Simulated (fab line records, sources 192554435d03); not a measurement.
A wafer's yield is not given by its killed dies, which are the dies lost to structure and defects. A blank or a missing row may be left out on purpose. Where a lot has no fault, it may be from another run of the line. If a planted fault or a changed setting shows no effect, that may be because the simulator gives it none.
Problem report, 8D (eight disciplines) form, completed by code | flow n5-finfet | the parts of the form that need people (team, actions taken, sign-off) are left out

== 1. THE PROBLEM ==
At N5_BEOL_M4_ETCH_64, bias-w averages 176.1 W over 2 wafers from 2 lots, while fault-free wafers read 150.0 W, standard deviation 0.5. That is +52 standard deviations from the usual mean.
The step: etches SOC in N2/H2, target depth 75 nm, overetch 22.5 nm, time 121.9 s.
Seen first at day 12 11:41 on rie-diel-04, wafer L369.3. The record has a number at this step for 18 wafers belonging to 6 lots. Rule for "out", or "out of limits": more than 4 standard deviations from the usual mean. The rest of the wafers with a number are treated as sound.

== 2. WHAT IT IS, AND WHAT IT ISN'T ==
question                    | is                | is not
which readings at this step | bias-w, rf-vpp-V  | drypump-motor-current-A, oes-product-au, showerhead-plenum-p-Torr, throttle-valve-pct
which lots                  | L369, L371        | L355, L360, L372, L373
which wafers of those lots  | L369.3, L371.4    | L369.1, L369.4, L371.5, L371.6
read on which tools         | rie-diel-04       | rie-diel-01
when                        | from day 12 11:41 | up to then (8 sound wafers); but 8 sound wafers of L371, L372, L373 came after

== 3. THE SUSPECTS, EACH WITH WHAT RULES IT OUT ==
Counting: if a tool at a process step up to the reading ran every lot that is out, it stays a suspect. Sound lots after the first of them don't rule it out here, since some wafers of a struck lot are sound.
- rie-diel-04 at N5_BEOL_M4_DESCUM_16 (chemistry O2, time 7 s): kept. It ran every lot that is out, first L369 (day 12 11:37); its last sound lot up to then is L360 (day 10 10:59).
- rie-diel-04 at N5_BEOL_M4_ETCH_74 (etches underlayer in N2/H2, target depth 6.5 nm, time 5.2 s): kept. It ran every lot that is out, first L369 (day 12 11:38); its last sound lot up to then is L360 (day 10 11:01).
- rie-diel-04 at N5_BEOL_M4_ETCH_63 (etches SiARC in CF4, target depth 15.6 nm, time 26 s): kept. It ran every lot that is out, first L369 (day 12 11:40); its last sound lot up to then is L360 (day 10 11:02).
- rie-diel-04 at N5_BEOL_M4_ETCH_64 (etches SOC in N2/H2, target depth 75 nm, overetch 22.5 nm, time 121.9 s): kept. It ran every lot that is out, first L369 (day 12 11:41); its last sound lot up to then is L360 (day 10 11:04). Its own bias-w, rf-vpp-V readings are out on those wafers.
- At N5_BEOL_M4_DESCUM_16, inside rie-diel-04: chamber 0 took the wafers that are out, while their sound lot-mates went through chambers 1, 2.
- At N5_BEOL_M4_ETCH_74, inside rie-diel-04: chamber 0 took the wafers that are out, while their sound lot-mates went through chambers 1, 2.
- At N5_BEOL_M4_ETCH_63, inside rie-diel-04: chamber 0 took the wafers that are out, while their sound lot-mates went through chambers 1, 2.
- At N5_BEOL_M4_ETCH_64, inside rie-diel-04: chamber 0 took the wafers that are out, while their sound lot-mates went through chambers 1, 2.
Left after counting: rie-diel-04 at N5_BEOL_M4_DESCUM_16, rie-diel-04 at N5_BEOL_M4_ETCH_74, rie-diel-04 at N5_BEOL_M4_ETCH_63, rie-diel-04 at N5_BEOL_M4_ETCH_64.

== 4. THE CAUSE (what the simulator had put in) ==
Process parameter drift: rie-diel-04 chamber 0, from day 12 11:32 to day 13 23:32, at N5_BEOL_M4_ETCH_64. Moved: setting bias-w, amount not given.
Of the 4 suspects that counting leaves, this tool is one.

== 5. SEQUENCE OF EFFECTS, ordered by route ==
Each row: a reading where the mean over the struck wafers with a number is more than 3 standard deviations away from the usual. Readings are gone through only where the record gives a usual standard deviation; hours: the median, over the lots, of the time from a lot's start at the first step in this table giving one to that lot's start at this step; sigmas: the change measured in usual standard deviations.
hours | step               | reading  | usual   | on struck wafers | change | sigmas
0     | N5_BEOL_M4_ETCH_64 | bias-w   | 150.0 W | 176.1            | +26.1  | +52
0     | N5_BEOL_M4_ETCH_64 | rf-vpp-V | 523.8 V | 575.5            | +51.7  | +22
Process steps it contains:
- N5_BEOL_M4_ETCH_64: etches SOC in N2/H2, target depth 75 nm, overetch 22.5 nm, time 121.9 s.
Later measuring or inspecting steps at which every struck wafer that the step has a row for has a number for every such reading, and none has moved that far: N5_BEOL_M4_RC_MEAS_101.

== 6. HOW IT WOULD HAVE BEEN CAUGHT EARLIER ==
In this record the first reading out of limits was taken at day 12 11:41, 0 hours after the fault began at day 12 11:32.
